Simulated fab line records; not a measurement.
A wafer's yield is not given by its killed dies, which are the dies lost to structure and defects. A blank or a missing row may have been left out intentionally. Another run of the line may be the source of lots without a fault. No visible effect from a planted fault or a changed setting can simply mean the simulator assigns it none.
A lot that was struck, set against a sound lot    flow n5 finfet    11 steps out of a route of 1938
Sound: these wafers, L815.1, L815.3, L815.6. The struck wafers were L825.1, L825.2, L825.5. The cause comes at the end.
For every step that has rows: the tool of each side, followed by ch and its chambers, followed by its first start. Under that, the readings that differ: sound wafers    struck wafers    difference of the means    sigmas: that difference in standard deviations of wafers without a fault.
alike: a reading whose means differ by less than 2 such deviations, as well as words and numbers matching on both sides. not compared: withheld readings; readings where some wafer has no value; bounds like >300 that might hide an equal value; numbers whose values overlap and for which the record gives no deviation.
Wherever a step has rows on one side only, a row that says differs or no value, or a row with sigmas, the two part there. Numbers that have no deviation but don't overlap get no sigmas and don't part them. Lack of a reading on every wafer of one side parts them only where that side has two or more wafers.

first, 7 steps without rows for these wafers: N5_SD_ACTIVATION_LSA_01 (time 0.0008 s); N5_ILD0_LINER_00 (material SiNx, target thk 4 nm, pulse time 1 s, purge time 2 s); N5_ILD0_FCVD_FILL_01 (material SiO2 flowable, target thk 200 nm, time 328.3 s); N5_ILD0_CURE_02 (time 1800 s); N5_ILD0_CMP_03 (polishes, stops on SiNx, t overpolish 1.9 s, target thk 197.38 nm); N5_ILD0_CMP_07 (polishes SiO2 flowable, stops on poly-Si, t overpolish 1.18 s, target thk 138.88 nm); N5_ILD0_PRECLEAN_10 (cleans in NF3:NH3, afs cycles 5, time 20 s, sublimation time 60 s).
N5_ILD0_ALD_15: deposits SiNx, target thk 24 nm, pulse time 1 s, ald cycles 480.
  sound on ald sin-03 ch 1,2,3, day 4 08:31; struck on ald sin-02 ch 0,2,3, day 6 23:40
  no value came back on the struck wafers for ald cycles, chamber pressure Torr (Torr), heater power w (W), precursor pulse height rel; on the sound wafers ald cycles reads 480 480 480
N5_ILD0_CMP_12: polishes SiNx, stops on poly-Si, t overpolish 6 s, target thk 17.67 nm.
  sound on cmp-04 ch 0,2,3, day 4 10:46; struck on cmp-04 ch 0,3, day 7 01:52
  no value came back on the struck wafers for overpolish run s (s), time to endpoint s (s); on the sound wafers overpolish run s (s) reads 5.990 6.008 6.010
reading                                               sound              struck        difference  sigmas
model.SiO2_flowable_of_ILD0_FCVD_FILL_01.thk nm (nm)  120.6 119.2 119.8  16.2 16 16.4  -103.7      
  alike: motor current A, platen rpm
N5_BEOL_M4_RC_MEAS_101:
  the record has rows for the sound wafers here (prober-02 ch 0, day 8 14:02) and none for the struck ones
-- here the record skips 8 days between the struck wafers' starts before and after, leaving off in module BEOL_M4 and picking up in module PASSIVATION (first step shown: number 1936 of the route) --
N5_PASSIVATION_PROBE_49:
  sound on prober-02 at day 12 14:21; struck on prober-02 at day 15 05:38
reading                   sound           struck          difference  sigmas
defect limited yield (%)  89.3 90.6 91.4  28.2 27.4 25.4  -63.4       -42
killed at front end       53 29 35        771 790 807     +750        +68
killed dies               126 111 101     847 857 880     +749        +42
killed on rim             14 10 15        59 148 51       +73         +18
sort_bin_5_function (%)   5.1 5.5 4.6     68.5 69.3 69.7  +64.1       +64
sort n pass               1054 1069 1079  333 323 300     -749        -42
sort yield pct (%)        89.3 90.6 91.4  28.2 27.4 25.4  -63.4       -42
  alike: killed_at_M0_to_M3, killed_at_M4_up, killed at contacts, killed at other, killed open, killed short, sort_bin_6_memory

WHERE THEY PART
First at N5_ILD0_ALD_15; last, within this record, at N5_PASSIVATION_PROBE_49.

WHY: what had been put in by the simulator
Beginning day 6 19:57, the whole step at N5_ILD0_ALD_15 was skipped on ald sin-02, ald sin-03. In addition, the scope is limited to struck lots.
